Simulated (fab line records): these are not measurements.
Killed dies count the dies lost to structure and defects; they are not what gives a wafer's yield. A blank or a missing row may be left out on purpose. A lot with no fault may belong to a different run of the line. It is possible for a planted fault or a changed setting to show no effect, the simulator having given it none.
Matching of chambers | flow nand harc | 4 sister chambers for NHARC_A_CHANNEL_FILL_D2_ALD_02 on ald hk-04
The step deposits SiO2, target thk 6 nm, pulse time 10 s, ald cycles 60. 8 wafers are shown with their chamber, then 8 later ones without.

## WAFERS, EACH WITH ITS CHAMBER
wafer  | chamber | heater power w (W) | heater power outer w (W)
L077.6 | 2       | 546                | 306
L088.1 | 1       | 402                | 231
L088.5 | 1       | 413                | 232
L087.1 | 2       | 544                | 312
L087.2 | 3       | 409                | 239
L089.5 | 3       | 416                | 243
L089.6 | 0       | 548                | 286
L092.1 | 0       | 557                | 277

## WAFERS MISSING THEIR CHAMBER
wafer  | heater power w (W) | heater power outer w (W)
L092.2 | 406                | 233
L092.5 | 553                | 279
L095.1 | 407                | 236
L095.3 | 411                | 234
L095.4 | 557                | 279
L096.1 | 560                | 279
L096.4 | 414                | 233
L096.6 | 565                | 274

## THE CHAMBER EACH PASSED THROUGH
wafer  | from the rows above     | in truth
L092.2 | can't be placed: 1 or 3 | 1
L092.5 | 0                       | 0
L095.1 | can't be placed: 1 or 3 | 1
L095.3 | can't be placed: 1 or 3 | 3
L095.4 | 0                       | 0
L096.1 | 0                       | 0
L096.4 | can't be placed: 1 or 3 | 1
L096.6 | 0                       | 0
Correctly placed: 4 of 8. Unplaceable from these rows: 4, with the true chamber sitting among the candidates in 4. Number placed wrongly: 0.
How it was worked out, from the rows above alone: a wafer's distance from a chamber is the root of the sum, over the readings, of the square of ((its reading less the chamber's mean) divided by the reading's scatter). The wafer belongs to the nearest chamber; if the next one is less than 2 further off, it can't be placed. Each chamber's mean is taken over the wafers shown for it. The scatter: take each reading less its chamber's mean, square it, sum over the shown wafers, divide by the number of wafers less the number of chambers, and take the root.
